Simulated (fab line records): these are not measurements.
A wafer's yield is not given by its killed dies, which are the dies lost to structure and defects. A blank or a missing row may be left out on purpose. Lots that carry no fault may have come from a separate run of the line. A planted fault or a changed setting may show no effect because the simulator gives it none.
fab line records	flow n5Finfet	part 1 of 2: steps 1 to 4 of 6
[record] lots = 24	wafers = 72	lastDay = 18
route steps=1938 shown FIN_SAQP@127 FIN_CUT@163 STI_FIN_REVEAL@196 DUMMY_GATE@218
lots that met no fault: from a run of the same line without faults
startH: the number of hours between the record's first day and the start of the first shown wafer of the lot	waitH: hours elapsed since this lot's preceding step	" unchanged from the row above	L1.1+2: one row covering several wafers at once	- either no value or no given start	* or withheld: withheld	< > ~ a bound
route shown NAME@n: a module of which the file shows steps, and the number in the route of the first	usual: mean and standard deviation over wafers with no fault	same: alike in all rows	chamber/n: place in a boat	sites: readings site by site	_std_site: standard deviation across them	_edge_site: inner sites' mean taken away from outer sites' mean	radiusMm: how far each site lies from the wafer's centre	mask NAME#n: copy n	behind: the most recent tool/chamber to have shaped the wafer	hold: cause of the lot's hold/its duration in hours/its outcome	device: transistor that didn't switch, given as n, p or np	end of line: the route-end tests of the same wafers	step lacking rows: just its recipe	killed: the dies lost at the first sort to structure and to defects; this is not the yield of the wafer	map: a wafer's dies, x killed, . not, _ none there
set.NAME: the setting as run; set.NAME@STEP: as run at that earlier step	model.NAME: the simulator's own value behind a step, which no gauge read
route steps across a sampled set of lots; one table per step, one row per wafer
services: a tool's chamber out of use, with start hour (startH, from the record's first day; less than 0 if before it), hours out, and reason
[[steps]]
[step N5_FIN_SAQP_MANDREL1_REMOVE_56]
[recipe] chemistry = HBr/Cl2/O2	btTimeS = 10	target = a-Si	stopOn = SiNx	endpoint = OES-SiCl	overEtchFrac = 1	icpW = 600	biasW = 22	HBr_flow_sccm = 150	Cl2_flow_sccm = 80	O2_flow_sccm = 5	pressureMtorr = 10
[usual] HBr_flow_sccm = 150.0/0.48	drypumpMotorCurrentA = 5.7/0.45	oesProductAu = 0.991/0.022	throttleValvePct = 36.8/0.32
lot.wafer	tool	chamber	startH	waitH	HBr_flow_sccm	drypumpMotorCurrentA	oesProductAu	rfHoursCounterH	throttleValvePct
L074.1	rieSi-03	2	24.53	0.1	150.3	5.5	0.969	117	36.5
L074.4	"	3	"	"	150.3	5.3	0.984	131	36.6
L074.6	"	0	"	"	150.0	5.9	0.968	-	37.1
L075.2	rieSi-03	3	29.55	0.1	150.3	5.3	0.972	131	36.6
L075.3	"	1	"	"	150.1	5.1	1.006	102	37.2
L075.6	"	2	"	"	149.0	5.6	0.978	-	36.5
L076.1	rieSi-01	0	35.96	0.1	149.3	6.6	0.994	75	36.8
L076.3	"	1	"	"	149.7	5.4	0.999	175	37.2
L076.6	"	1	"	"	150.0	5.4	0.996	-	37.2
L077.2	rieSi-02	1	44.12	0.1	150.2	6.3	1.031	83	36.2
L077.4	"	0	"	"	150.4	5.9	1.013	32	36.9
L077.6	"	2	"	"	150.4	5.7	0.995	-	36.3
L078.2	rieSi-01	0	49.00	0.1	149.8	6.6	1.003	75	36.8
L078.3	"	1	"	"	150.0	5.5	1.005	175	37.2
L078.5	"	0	"	"	150.6	6.6	1.008	-	36.8
L079.1	rieSi-01	1	53.99	0.1	150.1	5.4	1.000	175	37.2
L079.5	"	2	"	"	150.1	5.5	1.028	-	36.7
L079.6	"	1	"	"	150.6	5.4	1.000	-	37.2
L080.1	rieSi-02	2	61.08	0.1	150.0	5.6	0.995	178	36.3
L080.3	"	1	"	"	148.8	6.3	1.027	84	36.2
L080.5	"	3	"	"	150.1	6.5	1.013	-	36.6
L081.1	rieSi-03	1	66.54	0.1	149.8	5.1	1.003	103	37.2
L081.2	"	0	"	"	150.5	5.9	0.964	120	37.1
L081.4	"	2	"	"	149.0	5.5	0.970	118	36.5
L082.2	rieSi-02	3	72.30	0.1	150.3	6.5	1.006	2	36.6
L082.3	"	2	"	"	149.5	5.7	0.993	178	36.3
L082.4	"	0	"	"	149.8	5.9	0.995	32	36.9
L083.1	rieSi-02	0	79.99	0.1	149.9	5.9	1.010	32	36.9
L083.5	"	1	"	"	150.1	6.3	1.032	-	36.2
L083.6	"	0	"	"	149.8	5.8	1.007	-	36.9
L084.3	rieSi-02	3	83.99	0.1	150.8	6.5	1.026	2	36.6
L084.4	"	2	"	"	150.0	5.7	0.994	178	36.3
L084.6	"	1	"	"	150.4	6.3	1.024	-	36.2
L085.1	rieSi-02	3	90.80	0.1	149.8	6.5	1.016	3	36.7
L085.3	"	0	"	"	149.6	5.9	1.004	33	36.9
L085.5	"	1	"	"	150.2	6.3	1.029	-	36.2
L086.1	rieSi-02	3	97.07	0.1	150.2	6.5	1.008	3	36.6
L086.3	"	2	"	"	151.2	5.6	0.991	178	36.3
L086.6	"	3	"	"	150.6	6.5	1.012	-	36.6
L087.2	rieSi-03	0	102.02	0.1	149.0	5.9	0.972	120	37.1
L087.5	"	3	"	"	149.8	5.3	0.980	-	36.6
L087.6	"	0	"	"	149.9	5.9	0.949	-	37.1
L088.1	rieSi-03	1	108.08	0.1	150.3	5.0	0.995	103	37.2
L088.4	"	1	"	"	149.9	5.0	0.999	-	37.1
L088.5	"	3	"	"	150.6	5.3	0.990	-	36.6
L089.1	rieSi-03	0	114.23	0.1	150.1	5.9	0.959	121	37.1
L089.4	"	2	"	"	150.5	5.6	0.975	119	36.5
L089.6	"	3	"	"	149.9	5.3	0.978	-	36.6
L090.3	rieSi-03	3	119.73	0.1	150.7	5.3	0.967	133	36.6
L090.4	"	0	"	"	150.2	5.9	0.961	121	37.1
L090.6	"	0	"	"	150.2	5.9	0.944	-	37.1
L091.2	rieSi-03	2	126.63	0.1	150.6	5.6	0.977	119	36.5
L091.3	"	0	"	"	149.9	5.9	0.957	121	37.1
L091.5	"	1	"	"	149.5	5.0	0.988	-	37.2
L092.1	rieSi-03	0	132.65	0.1	150.6	5.9	0.951	121	37.1
L092.2	"	1	"	"	149.7	5.0	0.999	104	37.2
L092.5	"	2	"	"	149.3	5.6	0.978	-	36.5
L093.3	rieSi-03	1	137.74	0.1	150.5	5.0	0.997	104	37.2
L093.5	"	1	"	"	150.5	5.1	0.989	-	37.2
L093.6	"	2	"	"	150.2	5.6	0.974	-	36.5
L094.2	rieSi-01	0	144.86	0.1	149.9	6.6	1.005	77	36.8
L094.3	"	2	"	"	150.1	5.5	1.022	118	36.7
L094.6	"	3	"	"	151.1	5.5	0.976	-	36.5
L095.2	rieSi-03	1	150.19	0.1	150.1	5.0	0.991	104	37.2
L095.5	"	1	"	"	149.9	5.0	0.991	-	37.2
L095.6	"	0	"	"	150.5	5.9	0.955	-	37.1
L096.4	rieSi-03	3	155.77	0.1	151.1	5.3	0.970	134	36.6
L096.5	"	0	"	"	150.0	5.9	0.966	-	37.1
L096.6	"	3	"	"	150.4	5.3	0.964	-	36.6
L097.2	rieSi-03	3	162.68	0.1	149.3	5.3	0.973	134	36.6
L097.3	"	0	"	"	150.2	5.9	0.968	121	37.1
L097.6	"	2	"	"	149.7	5.5	0.981	-	36.5
[step N5_FIN_SAQP_ETCH_67]
[recipe] chemistry = CH3F/O2	target = SiNx	targetDepthA = 300	maskMaterial = SOC	pressureMtorr = 30	sourceW = 395	biasW = 73	Ar_flow_sccm = 150	CH3F_flow_sccm = 30	O2_flow_sccm = 20	ionEnergyEv = 120
[usual] drypumpMotorCurrentA = 5.9/0.41	oesProductAu = 0.78/0.083	rfVppV = 296/5.6	showerheadPlenumPTorr = 2.02/0.074	throttleValvePct = 16.30/0.21
lot.wafer	tool	chamber	startH	waitH	drypumpMotorCurrentA	oesProductAu	rfHoursCounterH	rfVppV	showerheadPlenumPTorr	throttleValvePct
L074.1	rieDiel-06	2	25.44	0.0	4.9	0.76	152	290	2.00	16.27
L074.4	"	3	"	"	6.4	0.78	123	307	2.09	16.23
L074.6	"	0	"	"	6.4	0.80	-	299	2.03	16.07
L075.2	rieDiel-04	1	30.44	0.0	5.8	0.73	196	298	2.07	16.50
L075.3	"	3	"	"	5.8	0.72	194	290	1.91	16.12
L075.6	"	1	"	"	5.8	0.72	-	300	2.08	16.50
L076.1	rieDiel-06	3	36.86	0.0	6.4	0.78	127	307	2.08	16.22
L076.3	"	2	"	"	4.9	0.76	156	289	2.00	16.28
L076.6	"	0	"	"	6.4	0.80	-	299	2.03	16.09
L077.2	rieDiel-06	0	45.08	0.0	6.4	0.80	80	300	2.03	16.08
L077.4	"	1	"	"	5.7	0.89	32	295	1.96	16.07
L077.6	"	0	"	"	6.4	0.80	-	298	2.03	16.07
L078.2	rieDiel-04	1	49.91	0.0	5.8	0.71	204	300	2.07	16.51
L078.3	"	2	"	"	6.0	0.92	26	294	2.11	16.13
L078.5	"	3	"	"	5.8	0.72	-	288	1.91	16.14
L079.1	rieDiel-02	2	54.93	0.0	5.9	0.73	193	296	2.00	16.47
L079.5	"	2	"	"	5.9	0.74	-	297	2.01	16.45
L079.6	"	3	"	"	6.8	0.69	-	305	1.99	16.79
L080.1	rieDiel-04	3	61.97	0.0	5.8	0.72	208	288	1.90	16.15
L080.3	"	1	"	"	5.8	0.70	211	300	2.07	16.53
L080.5	"	2	"	"	6.0	0.89	-	292	2.11	16.13
L081.1	rieDiel-06	0	67.50	0.0	6.4	0.79	84	298	2.03	16.09
L081.2	"	2	"	"	4.9	0.77	165	289	2.00	16.30
L081.4	"	0	"	"	6.4	0.80	-	300	2.03	16.11
L082.2	rieDiel-04	0	73.18	0.0	5.9	0.97	2	296	2.10	16.22
L082.3	"	3	"	"	5.8	0.72	212	289	1.90	16.15
L082.4	"	2	"	"	5.9	0.89	36	293	2.11	16.15
L083.1	rieDiel-04	2	81.00	0.0	6.0	0.88	38	293	2.11	16.15
L083.5	"	1	"	"	5.8	0.71	-	300	2.07	16.54
L083.6	"	0	"	"	5.9	0.96	-	296	2.10	16.22
L084.3	rieDiel-04	3	84.88	0.0	5.8	0.72	215	289	1.90	16.17
L084.4	"	0	"	"	5.9	0.96	5	296	2.10	16.22
L084.6	"	1	"	"	5.9	0.71	-	299	2.07	16.55
L085.1	rieDiel-02	1	92.58	0.0	6.3	0.86	43	285	2.05	16.38
L085.3	"	2	"	"	5.9	0.71	207	297	2.00	16.48
L085.5	"	2	"	"	5.8	0.72	-	297	2.00	16.49
L086.1	rieDiel-06	0	98.03	0.0	6.3	0.78	96	297	2.02	16.11
L086.3	"	1	"	"	5.8	0.86	51	295	1.95	16.11
L086.6	"	0	"	"	6.3	0.79	-	299	2.02	16.12
L087.2	rieDiel-02	0	103.15	0.0	5.8	0.74	152	295	1.90	16.09
L087.5	"	0	"	"	5.8	0.73	-	293	1.90	16.10
L087.6	"	3	"	"	6.8	0.68	-	307	1.98	16.83
L088.1	rieDiel-02	3	109.24	0.0	6.8	0.68	209	307	1.98	16.83
L088.4	"	2	"	"	5.9	0.72	212	297	2.00	16.51
L088.5	"	0	"	"	5.8	0.73	-	293	1.90	16.09
L089.1	rieDiel-04	3	115.12	0.0	5.8	0.71	224	290	1.90	16.17
L089.4	"	2	"	"	5.9	0.88	50	294	2.10	16.17
L089.6	"	2	"	"	5.9	0.86	-	294	2.10	16.16
L090.3	rieDiel-06	1	120.71	0.0	5.7	0.84	59	296	1.95	16.12
L090.4	"	1	"	"	5.8	0.84	-	297	1.95	16.11
L090.6	"	0	"	"	6.4	0.78	-	297	2.02	16.13
L091.2	rieDiel-04	3	127.67	0.0	5.8	0.69	228	289	1.90	16.20
L091.3	"	1	"	"	5.8	0.70	232	299	2.06	16.58
L091.5	"	2	"	"	6.0	0.86	-	293	2.10	16.20
L092.1	rieDiel-04	0	133.54	0.0	5.9	0.92	19	297	2.10	16.26
L092.2	"	1	"	"	5.8	0.69	234	298	2.06	16.58
L092.5	"	0	"	"	5.9	0.91	-	298	2.10	16.24
L093.3	rieDiel-04	3	138.72	0.0	5.8	0.69	231	290	1.90	16.20
L093.5	"	2	"	"	5.9	0.86	-	294	2.10	16.21
L093.6	"	1	"	"	5.8	0.69	-	298	2.06	16.57
L094.2	rieDiel-02	2	145.74	0.0	5.8	0.71	229	296	1.99	16.52
L094.3	"	0	"	"	5.8	0.73	169	293	1.89	16.12
L094.6	"	3	"	"	6.8	0.68	-	308	1.98	16.88
L095.2	rieDiel-06	0	151.49	0.0	6.4	0.76	118	296	2.02	16.16
L095.5	"	1	"	"	5.7	0.82	-	295	1.95	16.14
L095.6	"	2	"	"	5.0	0.73	-	287	1.99	16.34
L096.4	rieDiel-04	0	156.70	0.0	5.9	0.90	28	296	2.09	16.27
L096.5	"	0	"	"	5.9	0.90	-	296	2.09	16.26
L096.6	"	3	"	"	5.8	0.69	-	288	1.89	16.19
L097.2	rieDiel-04	3	164.25	0.0	5.8	0.69	242	288	1.89	16.22
L097.3	"	2	"	"	6.0	0.83	69	293	2.10	16.20
L097.6	"	2	"	"	6.0	0.84	-	293	2.10	16.22
[step N5_FIN_CUT_CD_MEAS_08]
[recipe] targetCdNm = 29.1	landingEnergyEv = 500	detector = seInlens	polarity = opening
[usual] cdNm = 29.12/0.25
lot.wafer	tool	chamber	startH	waitH	cdNm
L074.1	cdSem-01	0	27.10	-	29.02
L074.4	"	0	"	"	29.27
L074.6	"	0	"	"	29.05
L075.2	cdSem-01	0	32.34	-	28.93
L075.3	"	0	"	"	28.98
L075.6	"	0	"	"	28.79
L076.1	cdSem-02	0	40.09	-	29.15
L076.3	"	0	"	"	29.16
L076.6	"	0	"	"	28.98
L077.2	cdSem-02	0	46.86	-	28.98
L077.4	"	0	"	"	29.25
L077.6	"	0	"	"	29.21
L078.2	cdSem-03	0	51.69	-	29.08
L078.3	"	0	"	"	28.98
L078.5	"	0	"	"	28.87
L079.1	cdSem-02	0	56.85	-	29.27
L079.5	"	0	"	"	29.41
L079.6	"	0	"	"	29.04
L080.1	cdSem-01	0	63.79	-	29.24
L080.3	"	0	"	"	29.41
L080.5	"	0	"	"	28.97
L081.1	cdSem-01	0	69.38	-	29.28
L081.2	"	0	"	"	28.92
L081.4	"	0	"	"	29.03
L082.2	cdSem-01	0	74.93	-	29.03
L082.3	"	0	"	"	28.57
L082.4	"	0	"	"	28.87
L083.1	cdSem-02	0	82.80	-	29.16
L083.5	"	0	"	"	28.79
L083.6	"	0	"	"	28.82
L084.3	cdSem-03	0	86.68	-	29.05
L084.4	"	0	"	"	29.33
L084.6	"	0	"	"	29.17
L085.1	cdSem-01	0	95.30	-	29.03
L085.3	"	0	"	"	29.30
L085.5	"	0	"	"	29.20
L086.1	cdSem-01	0	99.88	-	29.62
L086.3	"	0	"	"	29.08
L086.6	"	0	"	"	29.53
L087.2	cdSem-01	0	104.81	-	29.06
L087.5	"	0	"	"	28.74
L087.6	"	0	"	"	29.04
L088.1	cdSem-01	0	111.12	-	29.59
L088.4	"	0	"	"	29.44
L088.5	"	0	"	"	29.02
L089.1	cdSem-01	0	116.96	-	29.12
L089.4	"	0	"	"	28.77
L089.6	"	0	"	"	28.80
L090.3	cdSem-01	0	124.19	-	29.11
L090.4	"	0	"	"	29.45
L090.6	"	0	"	"	29.12
L091.2	cdSem-02	0	129.93	-	29.23
L091.3	"	0	"	"	29.08
L091.5	"	0	"	"	29.47
L092.1	cdSem-02	0	135.72	-	29.29
L092.2	"	0	"	"	29.22
L092.5	"	0	"	"	29.54
L093.3	cdSem-02	0	140.49	-	29.79
L093.5	"	0	"	"	29.16
L093.6	"	0	"	"	29.19
L094.2	cdSem-03	0	147.52	-	29.36
L094.3	"	0	"	"	29.21
L094.6	"	0	"	"	29.64
L095.2	cdSem-01	0	153.29	-	29.03
L095.5	"	0	"	"	29.43
L095.6	"	0	"	"	29.12
L096.4	cdSem-03	0	158.37	-	28.72
L096.5	"	0	"	"	28.88
L096.6	"	0	"	"	29.28
L097.2	cdSem-02	0	166.33	-	29.45
L097.3	"	0	"	"	29.40
L097.6	"	0	"	"	29.10
[step N5_STI_FIN_REVEAL_RECESS_09]
[recipe] chemistry = HF/NH3	target = SiO2	afsCycles = 11	targetDepthA = 425	tempC = 30	sublimationTempC = 180	sublimationTimeS = 60
[usual] drypumpMotorCurrentA = 6.16/0.18	sublimationTempC = 180.00/0.15
lot.wafer	tool	chamber	startH	waitH	drypumpMotorCurrentA	sublimationTempC
L074.1	vaporEtch-02	1	34.85	0.0	6.43	179.87
L074.4	"	1	"	"	6.41	180.08
L074.6	"	0	"	"	6.10	180.18
L075.2	vaporEtch-01	0	39.68	0.0	5.93	179.76
L075.3	"	1	"	"	6.17	180.01
L075.6	"	0	"	"	5.93	180.03
L076.1	vaporEtch-01	0	47.52	0.0	5.90	180.19
L076.3	"	1	"	"	6.19	179.98
L076.6	"	1	"	"	6.18	179.92
L077.2	vaporEtch-01	0	54.64	0.0	5.88	179.88
L077.4	"	1	"	"	6.18	179.78
L077.6	"	1	"	"	6.15	180.09
L078.2	vaporEtch-01	0	59.92	0.0	5.90	179.84
L078.3	"	0	"	"	5.90	179.90
L078.5	"	1	"	"	6.15	179.77
L079.1	vaporEtch-01	0	64.52	0.0	5.91	179.77
L079.5	"	1	65.58	1.1	6.15	180.29
L079.6	"	0	"	"	5.91	179.83
L080.1	vaporEtch-02	1	70.80	0.0	6.44	180.07
L080.3	"	1	"	"	6.42	180.08
L080.5	"	1	"	"	6.43	180.34
L081.1	vaporEtch-02	0	77.08	0.0	6.12	179.98
L081.2	"	1	"	"	6.43	179.98
L081.4	"	0	"	"	6.13	180.02
L082.2	vaporEtch-02	0	81.96	0.0	6.12	179.96
L082.3	"	0	"	"	6.12	180.16
L082.4	"	1	"	"	6.40	179.91
L083.1	vaporEtch-02	0	90.21	0.0	6.11	180.20
L083.5	"	1	91.27	1.1	6.44	179.89
L083.6	"	0	"	"	6.11	180.01
L084.3	vaporEtch-02	0	96.16	0.6	6.12	180.03
L084.4	"	1	"	"	6.42	179.78
L084.6	"	1	"	"	6.43	179.78
L085.1	vaporEtch-01	1	103.47	0.0	6.15	179.88
L085.3	"	0	"	"	5.88	179.91
L085.5	"	1	"	"	6.17	180.26
L086.1	vaporEtch-01	1	106.84	0.0	6.17	179.97
L086.3	"	0	"	"	5.94	179.99
L086.6	"	0	"	"	5.95	179.79
L087.2	vaporEtch-02	1	112.27	0.0	6.42	180.19
L087.5	"	1	113.33	1.1	6.41	179.93
L087.6	"	0	"	"	6.12	180.14
L088.1	vaporEtch-01	0	119.08	0.0	5.90	179.84
L088.4	"	1	"	"	6.14	180.38
L088.5	"	1	"	"	6.16	180.03
L089.1	vaporEtch-01	0	124.79	0.0	5.89	180.24
L089.4	"	0	"	"	5.89	180.02
L089.6	"	0	"	"	5.91	180.01
L090.3	vaporEtch-02	1	131.79	0.6	6.44	180.02
L090.4	"	0	"	"	6.12	179.83
L090.6	"	1	"	"	6.42	179.96
L091.2	vaporEtch-02	0	137.05	0.0	6.14	179.95
L091.3	"	0	"	"	6.12	179.94
L091.5	"	0	"	"	6.13	180.16
L092.1	vaporEtch-02	1	144.58	0.0	6.41	180.21
L092.2	"	0	"	"	6.14	180.24
L092.5	"	0	145.64	1.1	6.15	180.26
L093.3	vaporEtch-01	1	148.68	0.6	6.18	179.77
L093.5	"	1	"	"	6.17	179.93
L093.6	"	0	"	"	5.92	180.02
L094.2	vaporEtch-01	0	155.30	0.0	5.93	179.78
L094.3	"	0	"	"	5.91	180.00
L094.6	"	0	"	"	5.91	179.83
L095.2	vaporEtch-02	0	160.69	0.0	6.12	179.92
L095.5	"	1	161.75	1.1	6.41	180.17
L095.6	"	0	"	"	6.13	179.98
L096.4	vaporEtch-01	0	166.46	0.6	5.89	180.14
L096.5	"	0	"	"	5.86	180.09
L096.6	"	1	"	"	6.20	179.94
L097.2	vaporEtch-02	1	173.45	0.0	6.40	179.91
L097.3	"	0	"	"	6.13	180.11
L097.6	"	0	"	"	6.13	180.09
